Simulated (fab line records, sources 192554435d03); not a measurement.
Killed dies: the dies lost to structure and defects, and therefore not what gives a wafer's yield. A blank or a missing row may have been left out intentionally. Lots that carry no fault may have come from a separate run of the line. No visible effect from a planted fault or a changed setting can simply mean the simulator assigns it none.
Which of the tools did it?    flow n5_finfet    24 lots, 72 wafers sampled, at 3 steps of a route of 1938

WHAT THE GAUGES SHOWED, per wafer
N5_BEOL_M0_CUTY_OVL_MEAS_58.
lot   measured      on          M0_ABLK_OVL (nm)
L074  day 5 17:28   overlay-02  -0.4 0.2 -0.3
L075  day 5 23:47   overlay-02  0.9 1.8 0.6
L076  day 6 07:30   overlay-02  1.0 1.4 0.4
L077  day 6 08:05   overlay-01  -0.2 -0.6 -0.2
L078  day 6 22:37   overlay-01  1.7 1.4 1.5
L079  day 7 07:49   overlay-02  -0.5 0.9 -0.5
L080  day 7 12:47   overlay-01  -1.8 -0.3 -0.6
L081  day 7 16:40   overlay-01  0.0 0.2 0.0
L082  day 7 21:07   overlay-01  -0.2 0.2 0.5
L083  day 7 22:08   overlay-01  -0.1 0.2 -0.4
L084  day 8 06:59   overlay-01  0.1 0.3 1.4
L085  day 8 17:43   overlay-01  -0.9 -0.2 -0.4
L086  day 8 18:01   overlay-02  -0.6 -0.3 -1.1
L087  day 9 07:28   overlay-02  -0.9 -0.8 -1.1
L088  day 9 09:17   overlay-01  0.5 0.4 -1.0
L089  day 9 14:32   overlay-02  -1.6 -0.7 -0.5
L090  day 9 14:55   overlay-01  0.3 0.5 1.0
L091  day 9 20:33   overlay-02  -0.1 0.1 -0.3
L092  day 10 04:23  overlay-01  0.4 -0.4 0.4
L093  day 10 11:58  overlay-02  -0.9 -1.0 -0.3
L094  day 10 17:27  overlay-02  -1.2 -1.0 0.0
L095  day 11 05:24  overlay-01  -0.5 -0.6 -0.9
L096  day 11 08:07  overlay-02  -0.5 -0.9 0.2
L097  day 11 12:23  overlay-01  -0.1 -1.0 -1.1

N5_BEOL_M1_CD_MEAS_11: the cd target is 17.05 nm.
lot   measured      on         cd_nm (nm)
L074  day 6 07:40   cd_sem-03  16.95 17.81 17.12
L075  day 6 08:01   cd_sem-01  16.99 16.91 17.07
L076  day 6 16:37   cd_sem-01  16.93 17.49 16.71
L077  day 6 16:52   cd_sem-02  17.29 16.91 16.75
L078  day 7 04:53   cd_sem-02  17.09 17.35 17.21
L079  day 7 15:13   cd_sem-02  17.26 16.48 17.08
L080  day 7 19:13   cd_sem-03  17.11 17.16 17.02
L081  day 7 23:07   cd_sem-02  17.19 17.31 17.40
L082  day 8 08:02   cd_sem-02  17.09 17.20 16.77
L083  day 8 08:16   cd_sem-01  16.74 16.92 16.45
L084  day 8 21:58   cd_sem-01  16.94 16.53 16.69
L085  day 9 01:53   cd_sem-02  16.58 16.96 16.40
L086  day 9 01:17   cd_sem-03  17.04 17.35 16.81
L087  day 9 15:31   cd_sem-02  16.85 17.15 17.15
L088  day 9 14:57   cd_sem-03  16.80 16.49 17.13
L089  day 9 21:11   cd_sem-01  17.41 17.23 16.84
L090  day 10 00:31  cd_sem-01  17.49 17.48 17.28
L091  day 10 04:13  cd_sem-03  17.04 16.77 16.83
L092  day 10 12:07  cd_sem-02  17.32 16.92 16.99
L093  day 10 22:20  cd_sem-01  16.86 17.02 16.88
L094  day 11 05:31  cd_sem-01  16.99 17.30 16.93
L095  day 11 15:59  cd_sem-01  16.91 17.04 16.65
L096  day 11 17:08  cd_sem-01  16.47 16.56 16.90
L097  day 11 19:08  cd_sem-02  17.67 16.91 17.43

WHAT TOOL EACH LOT RAN ON (gives the tool, then ch and the chambers of the sampled wafers, and finally the start)
lot   N5_BEOL_M0_CO_CAP_123
L074  cvd_co-02 ch 0,2, day 6 05:40
L075  cvd_co-01 ch 1,2, day 6 06:06
L076  cvd_co-02 ch 0,2, day 6 13:31
L077  cvd_co-02 ch 0,2, day 6 15:24
L078  cvd_co-01 ch 0,1,2, day 7 03:26
L079  cvd_co-02 ch 0,1,2, day 7 12:56
L080  cvd_co-01 ch 1, day 7 17:53
L081  cvd_co-01 ch 0,1,2, day 7 22:11
L082  cvd_co-02 ch 0,1,2, day 8 01:44
L083  cvd_co-01 ch 1,2, day 8 02:34
L084  cvd_co-02 ch 0,1, day 8 20:59
L085  cvd_co-01 ch 0,1, day 9 00:59
L086  cvd_co-01 ch 0,1, day 9 00:19
L087  cvd_co-01 ch 0,2, day 9 13:34
L088  cvd_co-01 ch 0,1,2, day 9 13:07
L089  cvd_co-02 ch 0,1, day 9 18:38
L090  cvd_co-02 ch 0,2, day 9 23:14
L091  cvd_co-02 ch 0,2, day 10 02:05
L092  cvd_co-01 ch 0,1,2, day 10 10:34
L093  cvd_co-02 ch 0,1, day 10 19:02
L094  cvd_co-01 ch 0,1,2, day 11 00:24
L095  cvd_co-01 ch 0,1,2, day 11 14:08
L096  cvd_co-02 ch 0,1,2, day 11 16:08
L097  cvd_co-01 ch 1,2, day 11 16:56
- N5_BEOL_M0_CO_CAP_123: material Co, precursor CCTBA/H2, target thk 2 nm, time 102.1 s.

WHAT THE TOOLS THEMSELVES READ (means of the sampled wafers that have a number; where no wafer has one, the mark that the record gives instead)
N5_BEOL_M0_CO_CAP_123.
lot   tool       heater_power_w (W)
L074  cvd_co-02  247
L075  cvd_co-01  197
L076  cvd_co-02  235
L077  cvd_co-02  246
L078  cvd_co-01  226
L079  cvd_co-02  219
L080  cvd_co-01  225
L081  cvd_co-01  228
L082  cvd_co-02  220
L083  cvd_co-01  199
L084  cvd_co-02  185
L085  cvd_co-01  259
L086  cvd_co-01  247
L087  cvd_co-01  216
L088  cvd_co-01  229
L089  cvd_co-02  190
L090  cvd_co-02  250
L091  cvd_co-02  249
L092  cvd_co-01  230
L093  cvd_co-02  215
L094  cvd_co-01  232
L095  cvd_co-01  228
L096  cvd_co-02  222
L097  cvd_co-01  200

THE ANSWER, worked out from the rows above alone
Rule: the usual values come from the lots themselves. Put in order of their means at a reading, lots are off if they are a third of the lots or fewer, leave a main group of 4 or more, and stand apart from it by a gap of 3 or more times the standard deviation of the main group's means; of several such gaps the widest counts. If all means in a main group match to the digits the tables above print for the reading, that group is not used. Also off: a lot with no number at a reading for which 4 or more lots have one. All remaining lots with rows at the step are treated as sound. Order of review: gauges by route order, followed by the tools' own readings, for which a lot's mean as printed above is used. The first step at which some lot is off is used, and at that step the reading that is off furthest; a lot without a number counts as furthest.
None of the lots is off at any reading shown; this tells nothing.

WHAT HAD BEEN PUT IN BY THE SIMULATOR
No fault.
